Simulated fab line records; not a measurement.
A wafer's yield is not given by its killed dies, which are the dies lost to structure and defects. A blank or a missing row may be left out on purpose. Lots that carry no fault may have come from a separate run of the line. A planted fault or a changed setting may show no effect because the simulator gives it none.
Which tool is to blame? | flow n5-finfet | Sampling: 12 lots, 36 wafers, 3 of 1938 route steps

## WHAT EACH GAUGE READ, for each wafer
N5_SD_EPI_N_INSPECT_26: inspects for defects (darkfield).
lot  | measured    | on                | raw-defect-count
L075 | day 3 12:06 | defect-inspect-02 | 201 233 209
L077 | day 4 00:50 | defect-inspect-01 | 207 164 163
L079 | day 4 11:46 | defect-inspect-02 | 125 190 210
L081 | day 4 22:57 | defect-inspect-01 | 223 214 156
L083 | day 5 16:57 | defect-inspect-02 | 145 181 195
L085 | day 6 04:10 | defect-inspect-01 | 188 210 158
L087 | day 6 18:03 | defect-inspect-02 | 300 257 194
L089 | day 7 01:44 | defect-inspect-01 | 209 226 149
L091 | day 7 13:13 | defect-inspect-01 | 157 178 156
L093 | day 8 00:08 | defect-inspect-02 | 342 217 236
L095 | day 8 14:34 | defect-inspect-01 | 177 155 213
L097 | day 8 23:38 | defect-inspect-01 | 149 128 149

## WHAT TOOL EACH LOT RAN ON (gives the tool, then ch and the chambers of the sampled wafers, and finally the start)
lot  | N5_SD_EPI_N_DESCUM_14             | N5_SD_EPI_N_ETCH_45
L075 | rie-diel-05 ch 1,2,3, day 3 07:47 | rie-diel-05 ch 1,2,3, day 3 08:19
L077 | rie-diel-06 ch 1,3, day 3 20:52   | rie-diel-06 ch 1,3, day 3 21:22
L079 | rie-diel-05 ch 0,2,3, day 4 07:42 | rie-diel-05 ch 0,2,3, day 4 08:13
L081 | rie-diel-05 ch 0,3, day 4 17:32   | rie-diel-05 ch 0,3, day 4 18:04
L083 | rie-diel-05 ch 0,2,3, day 5 11:49 | rie-diel-05 ch 0,2,3, day 5 12:19
L085 | rie-diel-03 ch 1,2,3, day 6 00:02 | rie-diel-03 ch 1,2,3, day 6 00:33
L087 | rie-diel-03 ch 0,2, day 6 14:01   | rie-diel-03 ch 0,2, day 6 14:32
L089 | rie-diel-06 ch 0,3, day 6 21:45   | rie-diel-06 ch 0,3, day 6 22:16
L091 | rie-diel-06 ch 1,2,3, day 7 08:07 | rie-diel-06 ch 1,2,3, day 7 08:37
L093 | rie-diel-03 ch 1,3, day 7 18:02   | rie-diel-03 ch 1,3, day 7 18:33
L095 | rie-diel-05 ch 0,1, day 8 09:41   | rie-diel-05 ch 0,1, day 8 10:52
L097 | rie-diel-03 ch 0,2, day 8 19:40   | rie-diel-03 ch 0,2, day 8 20:11
- N5_SD_EPI_N_DESCUM_14: chemistry O2, time 7.9 s.
- N5_SD_EPI_N_ETCH_45: etches SiOCN in CH3F/O2, target depth 6 nm.

## THE ANSWER, worked out from the rows above alone
Rule: the usual values come from the lots themselves. The widest of any qualifying gaps counts: lots, ordered by their means at a reading, are off when they make up no more than a third of the lots, leave a main group of 4 or more, and stand apart from it by 3 or more times the standard deviation of that group's means. A main group is skipped when, at the precision printed for the reading in the tables above, its means are all equal. A lot without any number at a reading at which 4 lots or more have one is off too. The other lots that the step has rows for count as sound.
Across all readings shown, no lot is off: no conclusion can be drawn from this.

## WHAT THE SIMULATOR HAD INSERTED
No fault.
